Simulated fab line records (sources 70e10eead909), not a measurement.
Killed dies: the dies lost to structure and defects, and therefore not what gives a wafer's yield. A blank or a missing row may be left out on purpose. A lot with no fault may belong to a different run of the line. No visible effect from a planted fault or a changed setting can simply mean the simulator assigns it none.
Chamber matching :: flow nand_harc :: 4 sister chambers for NHARC_A_STAIRCASE_DESCUM_186 on rie_diel-12
The step chemistry O2, time 3 s. 7 wafers are shown with their chamber, then 7 later ones without.

== EACH WAFER AND ITS CHAMBER ==
wafer: L683.6
chamber: 0
drypump_motor_current_A (A): 5.68
showerhead_plenum_p_Torr (Torr): 1.87

wafer: L684.4
chamber: 3
drypump_motor_current_A (A): 5.16
showerhead_plenum_p_Torr (Torr): 2.02

wafer: L697.1
chamber: 2
drypump_motor_current_A (A): 5.54
showerhead_plenum_p_Torr (Torr): 2.04

wafer: L697.3
chamber: 3
drypump_motor_current_A (A): 5.19
showerhead_plenum_p_Torr (Torr): 2.01

wafer: L697.4
chamber: 1
drypump_motor_current_A (A): 5.99
showerhead_plenum_p_Torr (Torr): 1.86

wafer: L701.1
chamber: 1
drypump_motor_current_A (A): 6.00
showerhead_plenum_p_Torr (Torr): 1.86

wafer: L701.2
chamber: 2
drypump_motor_current_A (A): 5.58
showerhead_plenum_p_Torr (Torr): 2.04

== WAFERS WITH NO CHAMBER GIVEN ==
wafer: L701.4
drypump_motor_current_A (A): 5.18
showerhead_plenum_p_Torr (Torr): 2.01

wafer: L703.1
drypump_motor_current_A (A): 5.62
showerhead_plenum_p_Torr (Torr): 1.85

wafer: L703.5
drypump_motor_current_A (A): 5.18
showerhead_plenum_p_Torr (Torr): 2.01

wafer: L703.6
drypump_motor_current_A (A): 5.56
showerhead_plenum_p_Torr (Torr): 2.03

wafer: L702.3
drypump_motor_current_A (A): 5.51
showerhead_plenum_p_Torr (Torr): 2.03

wafer: L702.5
drypump_motor_current_A (A): 5.18
showerhead_plenum_p_Torr (Torr): 2.01

wafer: L702.6
drypump_motor_current_A (A): 5.58
showerhead_plenum_p_Torr (Torr): 2.03

== WHICH CHAMBER EACH WENT THROUGH ==
wafer: L701.4
from the rows above: 3
in truth: 3

wafer: L703.1
from the rows above: 0
in truth: 0

wafer: L703.5
from the rows above: 3
in truth: 3

wafer: L703.6
from the rows above: 2
in truth: 2

wafer: L702.3
from the rows above: 2
in truth: 2

wafer: L702.5
from the rows above: 3
in truth: 3

wafer: L702.6
from the rows above: 2
in truth: 2
Correct placement for 7 of the 7. Not placeable from these rows: 0. Wrongly placed: 0.
How it was worked out, from the rows above alone: a wafer's distance from a chamber is the root of the sum, over the readings, of the square of ((its reading less the chamber's mean) divided by the reading's scatter). If the next closest chamber is less than 2 further off than the closest, the wafer can't be placed; otherwise it belongs to the closest. For every chamber, the mean is computed from those of its wafers that are shown. The scatter is the square root of a quotient: the sum, over the shown wafers, of each reading's squared deviation from its chamber's mean, divided by wafers minus chambers.
